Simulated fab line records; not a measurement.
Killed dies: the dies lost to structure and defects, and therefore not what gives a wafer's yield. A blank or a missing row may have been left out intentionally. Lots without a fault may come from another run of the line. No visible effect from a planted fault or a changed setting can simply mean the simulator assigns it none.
Chamber matching ; flow nand harc ; NHARC_A_STAIRCASE_ETCH_253 on rie diel-03 has 4 sister chambers
The step etches the open film in C4F8/O2, target depth 50 nm, time 20.2 s. 14 wafers are shown with their chamber, then 7 later ones without.

EACH WAFER AND ITS CHAMBER
wafer;chamber;rf vpp V (V);bias w (W);oes product au (a.u.)
L076.2;2;887;1000.0;0.977
L076.4;3;896;1004.1;0.964
L076.5;2;886;1001.4;0.976
L075.1;3;897;996.1;0.925
L075.3;0;903;997.5;0.927
L075.6;3;896;997.8;0.914
L078.1;0;904;996.2;0.966
L078.2;1;888;1000.0;0.970
L078.5;0;902;999.6;0.967
L079.1;1;888;1000.9;0.913
L079.2;2;886;999.0;0.917
L079.5;3;896;1002.3;0.908
L082.2;0;901;1000.5;0.948
L082.4;3;895;1000.5;0.955

SIGNATURES (averages over the wafers above)
reading;chamber 0;chamber 1;chamber 2;chamber 3;scatter within a chamber
rf vpp V;902.50;888.00;886.33;896.00;0.876
bias w;998.450;1000.450;1000.133;1000.160;2.39
oes product au;0.95200;0.94150;0.95667;0.93320;0.0275
Rule: for each reading, subtract the chamber's mean from the wafer's reading, divide by that reading's scatter and square the result; add these up over the readings and take the root, which gives the wafer's distance from the chamber. If the next closest chamber is less than 2 further off than the closest, the wafer can't be placed; otherwise it belongs to the closest. How the scatter is found: for the shown wafers, subtract from each reading the mean of its chamber, square and add these, divide the total by (wafers less chambers), then take the root.

WAFERS WITH NO CHAMBER GIVEN
wafer;rf vpp V (V);bias w (W);oes product au (a.u.)
L082.6;887;998.6;0.957
L087.1;907;1002.8;0.955
L087.4;895;1000.3;0.965
L087.6;906;1000.0;0.966
L089.2;906;994.5;0.975
L089.3;889;1000.5;0.953
L089.5;887;999.6;0.953

CHAMBER TAKEN BY EACH
wafer;from the rows above;in truth
L082.6;can't be placed: 2 or 1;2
L087.1;0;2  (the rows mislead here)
L087.4;3;3
L087.6;0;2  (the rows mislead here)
L089.2;0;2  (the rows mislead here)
L089.3;can't be placed: 1 or 2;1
L089.5;can't be placed: 2 or 1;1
Correctly placed: 1 of 7. From these rows, 3 cannot be placed; in 3 the true chamber is one of the candidates. Wrongly placed: 3.
